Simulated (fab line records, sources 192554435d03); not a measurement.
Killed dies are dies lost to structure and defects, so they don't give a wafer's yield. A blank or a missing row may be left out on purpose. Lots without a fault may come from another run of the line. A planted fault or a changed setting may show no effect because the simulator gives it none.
A struck lot beside a sound one | flow n5_finfet | 24 steps out of a route of 1938
Sound: wafers L386.4, L386.5, L386.6. Struck: wafers L397.1, L397.3, L397.5. The cause comes at the end.
At each step with rows: each side's tool, then ch and its chambers, then its first start. Under that, the readings that differ: sound wafers | struck wafers | difference of the means | sigmas: that difference in standard deviations of wafers without a fault.
alike: readings whose means differ by less than 2 such deviations, and words and numbers that are the same on both sides. not compared: withheld readings, readings that some wafer has no value for, bounds like >300 that may hide the same value, and numbers for which the record gives no deviation and whose values overlap.
The two part at a step that has a row with sigmas, a row that says differs or no value, or rows on one side only. Numbers that don't overlap but have no deviation are shown without sigmas and don't part them. A reading that every wafer of one side lacks parts them only if that side has two wafers or more.

first, 3 steps without rows for these wafers: N5_WELL_APT_IMPLANT_31; N5_WELL_APT_IMPLANT_32; N5_WELL_APT_STRIP_33 (strips in SPM, time 900 s).
N5_WELL_APT_RTA_34: time 10 s.
  sound on rtp_anneal-02 ch 0, day 2 22:02; struck on rtp_anneal-01 ch 0, day 5 15:41
  alike: lamp_power_pct, lamp_zone_4_pct, wafer_temp_C_max
then, 4 steps without rows for these wafers: N5_WELL_APT_OXIDE_STRIP_42 (strips SiO2 in dHF, time 45 s, target depth 12 nm); N5_WELL_APT_PRECLEAN_36 (cleans in O3/DIW, time 45 s); N5_WELL_APT_PRECLEAN_39 (cleans in dHF, time 60 s); N5_WELL_APT_SRD_37 (time 30 s).
N5_WELL_APT_EPI_41: deposits Si from SiH4/H2, target thk 50 nm, time 297.7 s.
  sound on epi_rpcvd-01 ch 0, day 2 22:31; struck on epi_rpcvd-02 ch 0, day 5 15:56
  reading                | sound          | struck         | difference | sigmas
  throttle_valve_pct (%) | 10.7 10.8 10.7 | 11.7 11.9 11.7 | +1.0       | +2
  alike: susceptor_temp_C_max
N5_WELL_APT_INSPECT_38: inspects for defects (darkfield).
  sound on defect_inspect-01, day 2 22:52; struck on defect_inspect-01, day 5 16:34
  alike: raw_defect_count
N5_PMOS_HMC_CHANNEL_EPI_HM_DEP_34: deposits SiO2 from TEOS/O2, target thk 36 nm, time 6.9 s.
  sound on pecvd-02 ch 0,1,2, day 2 22:55; struck on pecvd-02 ch 1,2, day 5 16:36
  alike: heater_power_w, showerhead_plenum_p_Torr, throttle_valve_pct
then, 1 step without rows for these wafers: N5_PMOS_HMC_CHANNEL_EPI_COAT_31 (time 60 s, resist thk 66 nm).
N5_PMOS_HMC_CHANNEL_EPI_COAT_03: resist thk 205 nm.
  sound on litho_track-05 ch 0, day 2 22:58; struck on litho_track-05 ch 0, day 5 16:40
  reading                                                         | sound                | struck               | difference | sigmas
  spin_speed_rpm (rpm)                                            | 1501.2 1501.6 1501.0 | 1460.9 1461.0 1461.3 | -40.2      | -40
  model.CAR-ArF-block_of_PMOS_HMC_CHANNEL_EPI_COAT_03.thk_nm (nm) | 204.6 204.5 204.3    | 209 208.5 208.6      | +4         |
then, 5 steps without rows for these wafers: N5_PMOS_HMC_CHANNEL_EPI_EBR_05; N5_PMOS_HMC_CHANNEL_EPI_SOFTBAKE_04 (time 60 s); N5_PMOS_HMC_CHANNEL_EPI_EXPOSE_06 (exposes mask PMOS HMC BLK, target cd 240 nm); N5_PMOS_HMC_CHANNEL_EPI_PEB_07 (peb time 60 s); N5_PMOS_HMC_CHANNEL_EPI_DEVELOP_08 (develop time 30 s).
N5_PMOS_HMC_CHANNEL_EPI_CD_MEAS_09: target cd 237.4 nm.
  sound on cd_sem-01 ch 0, day 2 23:19; struck on cd_sem-03 ch 0, day 5 16:53
  alike: cd_nm
N5_PMOS_HMC_CHANNEL_EPI_OVL_MEAS_10:
  sound on overlay-01 ch 0, day 2 23:20; struck on overlay-02 ch 0, day 5 16:55
  alike: PMOS_HMC_BLK_OVL
N5_PMOS_HMC_CHANNEL_EPI_INSPECT_11: inspects for defects (macro).
  sound on defect_inspect-02, day 2 23:22; struck on defect_inspect-01, day 5 16:56
  alike: raw_defect_count
N5_PMOS_HMC_CHANNEL_EPI_DESCUM_14: chemistry O2, time 7.9 s.
  sound on rie_diel-02 ch 2,3, day 2 23:38; struck on rie_diel-03 ch 0,1,3, day 5 16:58
  reading                                                         | sound             | struck          | difference | sigmas
  model.CAR-ArF-block_of_PMOS_HMC_CHANNEL_EPI_COAT_03.thk_nm (nm) | 197.9 197.9 197.6 | 202.3 202.1 202 | +4.3       |
  alike: drypump_motor_current_A, oes_product_au, rf_vpp_V, showerhead_plenum_p_Torr, throttle_valve_pct
  not compared: rf_hours_counter_h
N5_PMOS_HMC_CHANNEL_EPI_ETCH_32: etches BARC in N2/H2, stops on SiO2, target depth 85.8 nm, time 50.3 s.
  sound on rie_diel-02 ch 2,3, day 2 23:40; struck on rie_diel-03 ch 0,1,3, day 5 17:00
  alike: drypump_motor_current_A, oes_product_au, rf_vpp_V, showerhead_plenum_p_Torr, throttle_valve_pct
  not compared: rf_hours_counter_h
-- the record jumps here: 6 days lie between the struck wafers' starts before and after (it left off in module PMOS_HMC_CHANNEL_EPI and takes up again in module BEOL_M4, whose first step shown is number 1111 of the route) --
N5_BEOL_M4_RC_MEAS_101:
  sound on prober-01 ch 0, day 9 03:30; struck on prober-02 ch 0, day 11 13:23
  alike: DIBL_N, DIBL_P, IOFF_N, IOFF_P, ION_N, ION_P, SS_N, SS_P, VT_N, VT_P

WHERE THEY PART
First at N5_WELL_APT_EPI_41; last, within this record, at N5_PMOS_HMC_CHANNEL_EPI_COAT_03. Later steps at which nothing parts them and some readings are alike: N5_PMOS_HMC_CHANNEL_EPI_CD_MEAS_09, N5_PMOS_HMC_CHANNEL_EPI_OVL_MEAS_10, N5_PMOS_HMC_CHANNEL_EPI_INSPECT_11, N5_PMOS_HMC_CHANNEL_EPI_DESCUM_14, N5_PMOS_HMC_CHANNEL_EPI_ETCH_32, N5_BEOL_M4_RC_MEAS_101.

WHY: what the simulator had put in
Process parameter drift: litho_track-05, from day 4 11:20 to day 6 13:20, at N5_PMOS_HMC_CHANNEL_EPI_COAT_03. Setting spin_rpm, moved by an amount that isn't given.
